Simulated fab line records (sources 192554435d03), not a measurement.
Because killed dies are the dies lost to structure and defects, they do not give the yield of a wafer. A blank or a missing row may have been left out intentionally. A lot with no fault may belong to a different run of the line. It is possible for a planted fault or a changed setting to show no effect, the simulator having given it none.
Which tool was responsible? -- flow n5Finfet -- 32 wafers from 11 lots sampled at 5 of the route's 1938 steps

WHAT THE GAUGES READ, wafer by wafer
N5_BEOL_M13_OCD_MEAS_35. Usual: trenchDepthNm at 414 nm, with a standard deviation of 6.4.
lot,measured,on,trenchDepthNm (nm),flag
L883,day 11 18:31,ocd-02,411 405 414,
L886,day 12 13:35,ocd-01,415 420 408,
L887,day 12 19:56,ocd-02,419 413 415,
L888,day 13 01:24,ocd-02,420 417 425,
L891,day 13 13:21,ocd-02,423 422 429,
L889,day 13 20:13,ocd-01,409 413,
L898,day 15 08:58,ocd-01,411 404 409,
L901,day 15 17:55,ocd-02,419 419 416,
L899,day 15 23:38,ocd-02,419 411 412,
L903,day 16 20:57,ocd-02,404 417 419,
L905,day 17 12:58,ocd-01,412 403 397,

N5_BEOL_M14_THK_MEAS_01. Usual: M14_ILD_THK gives 1116 nm (standard deviation 16).
lot,measured,on,M14_ILD_THK (nm),flag
L883,day 11 23:03,filmMetro-02,1104 1126 1124,
L886,day 12 19:50,filmMetro-01,1098 1087 1102,
L887,day 12 22:59,filmMetro-01,1098 1124 1139,
L888,day 13 06:46,filmMetro-01,1094 1115 1215,
L891,day 13 17:08,filmMetro-01,1111 1099 1192,
L889,day 14 00:26,filmMetro-01,1091 1206,
L898,day 15 12:47,filmMetro-01,1099 1093 1118,
L901,day 15 21:50,filmMetro-02,1130 1117 1142,
L899,day 16 01:53,filmMetro-02,1143 1135 1153,
L903,day 17 00:46,filmMetro-02,1103 1100 1099,
L905,day 17 16:08,filmMetro-02,1136 1136 1137,

WHAT TOOL EACH LOT RAN ON (gives the tool, then ch and the chambers of the sampled wafers, and finally the start)
lot,N5_BEOL_M13_ETCH_67,N5_BEOL_M13_DEP_53,N5_BEOL_M14_ILD_DEP_00
L883,"rieDiel-03 ch 1,2, day 11 17:58","pecvd-01 ch 0,1,2, day 11 22:45","pecvd-03 ch 0,1,2, day 11 22:56"
L886,"rieDiel-06 ch 0,1,2, day 12 13:02","pecvd-01 ch 0,1, day 12 19:31","pecvd-03 ch 1,2, day 12 19:39"
L887,"rieDiel-06 ch 1,2,3, day 12 19:23","pecvd-02 ch 0,1, day 12 22:35","pecvd-03 ch 0,1, day 12 22:43"
L888,"rieDiel-06 ch 0,1,2, day 13 00:51","pecvd-01 ch 0,1,2, day 13 06:21","pecvd-03 ch 0,1, day 13 06:30"
L891,"rieDiel-06 ch 1,2,3, day 13 12:48","pecvd-02 ch 0,1,2, day 13 16:49","pecvd-03 ch 1,2, day 13 16:56"
L889,"rieDiel-05 ch 1,3, day 13 19:40","pecvd-01 ch 1, day 14 00:07","pecvd-03 ch 1,2, day 14 00:14"
L898,"rieDiel-03 ch 0,1,2, day 15 08:26","pecvd-02 ch 1,2, day 15 12:28","pecvd-04 ch 0,1, day 15 12:36"
L901,"rieDiel-06 ch 1,3, day 15 17:23","pecvd-02 ch 0,1,2, day 15 21:31","pecvd-02 ch 1,2, day 15 21:39"
L899,"rieDiel-05 ch 0,1, day 15 23:05","pecvd-03 ch 0,2, day 16 01:34","pecvd-02 ch 0,1,2, day 16 01:41"
L903,"rieDiel-05 ch 0,3, day 16 20:24","pecvd-03 ch 0,2, day 17 00:08","pecvd-04 ch 0, day 17 00:20"
L905,"rieDiel-03 ch 0,2, day 17 12:25","pecvd-02 ch 0,1, day 17 15:49","pecvd-02 ch 0,2, day 17 15:57"
- N5_BEOL_M13_ETCH_67: etches SiARC in CF4, target depth 143 nm, time 238.3 s.
- N5_BEOL_M13_DEP_53: deposits SiCN from 3MS/NH3, target thk 50 nm, time 17.8 s.
- N5_BEOL_M14_ILD_DEP_00: deposits SiO2 from TEOS/O2, target thk 1119.3 nm, time 237.4 s.

WHAT THE TOOLS THEMSELVES READ (means of the sampled wafers that have a number; where no wafer has one, the mark that the record gives instead)
N5_BEOL_M13_ETCH_67. Usual: for biasW, 36.00 W with a standard deviation of 0.11; for drypumpMotorCurrentA, 5.5 A with a standard deviation of 0.39; for etchRfOnTimeS, 237 s with a standard deviation of 4.5; for oesProductAu, 0.68 a.u. with a standard deviation of 0.07; for rfVppV, 184.0 V with a standard deviation of 0.99; for showerheadPlenumPTorr, 2.14 Torr with a standard deviation of 0.056; for throttleValvePct, 15.60 % with a standard deviation of 0.21.
lot,tool,biasW (W),drypumpMotorCurrentA (A),etchRfOnTimeS (s),oesProductAu (a.u.),rfVppV (V),showerheadPlenumPTorr (Torr),throttleValvePct (%),flag
L883,rieDiel-03,36.00,5.3,244,0.64,184.9,2.18,15.45,
L886,rieDiel-06,35.90,5.6,233,0.67,185.0,2.18,15.67,
L887,rieDiel-06,36.02,5.6,232,0.74,184.1,2.17,15.55,
L888,rieDiel-06,35.97,5.6,236,0.67,184.0,2.18,15.67,
L891,rieDiel-06,35.98,5.6,232,0.73,185.3,2.17,15.57,
L889,rieDiel-05,36.00,5.2,238,0.66,183.4,2.10,15.44,
L898,rieDiel-03,36.07,5.7,239,0.65,184.7,2.15,15.46,
L901,rieDiel-06,36.03,5.5,236,0.74,185.3,2.20,15.49,
L899,rieDiel-05,36.09,4.9,236,0.73,183.1,2.08,15.45,
L903,rieDiel-05,35.94,5.1,241,0.73,184.1,2.12,15.51,
L905,rieDiel-03,36.11,5.9,240,0.61,184.1,2.16,15.51,

N5_BEOL_M13_DEP_53. Usual: showerheadPlenumPTorr 4.150 Torr, standard deviation 0.017; throttleValvePct 18.2 %, standard deviation 0.86.
lot,tool,showerheadPlenumPTorr (Torr),throttleValvePct (%),flag
L883,pecvd-01,4.151,17.9,
L886,pecvd-01,4.154,17.9,
L887,pecvd-02,4.151,18.5,
L888,pecvd-01,4.151,17.8,
L891,pecvd-02,4.143,17.9,
L889,pecvd-01,4.152,18.4,
L898,pecvd-02,4.142,18.3,
L901,pecvd-02,4.143,18.0,
L899,pecvd-03,4.149,18.4,
L903,pecvd-03,4.165,18.6,
L905,pecvd-02,4.161,18.2,

N5_BEOL_M14_ILD_DEP_00. Usual: heaterPowerW 549 W, standard deviation 130; showerheadPlenumPTorr 8.34 Torr, standard deviation 0.034; throttleValvePct 19.0 %, standard deviation 0.8.
lot,tool,heaterPowerW (W),showerheadPlenumPTorr (Torr),throttleValvePct (%),flag
L883,pecvd-03,623,8.34,19.5,
L886,pecvd-03,656,8.35,18.8,
L887,pecvd-03,493,8.34,19.8,
L888,pecvd-03,510,8.33,19.9,
L891,pecvd-03,619,8.35,19.0,
L889,pecvd-03,644,8.34,18.7,
L898,pecvd-04,537,8.38,19.1,
L901,pecvd-02,491,8.31,19.0,
L899,pecvd-02,464,8.31,18.7,
L903,pecvd-04,651,8.38,18.8,
L905,pecvd-02,391,8.30,18.3,

THE ANSWER, worked out from the rows above alone
Rule: a lot is off if the mean of its wafers that have a number lies more than 3 standard deviations from the usual mean. A lot without any number at a reading at which 4 lots or more have one is off too. All remaining lots with rows at the step are treated as sound. After the gauges, taken in route order, come the tools' own readings; for these a lot's mean is taken, as printed above. At the first step where some lot is off, the reading lying furthest off is the one used; lots without a number count as furthest.
Nothing can be told from this: no lot is off at any reading shown.

WHAT THE SIMULATOR PUT IN
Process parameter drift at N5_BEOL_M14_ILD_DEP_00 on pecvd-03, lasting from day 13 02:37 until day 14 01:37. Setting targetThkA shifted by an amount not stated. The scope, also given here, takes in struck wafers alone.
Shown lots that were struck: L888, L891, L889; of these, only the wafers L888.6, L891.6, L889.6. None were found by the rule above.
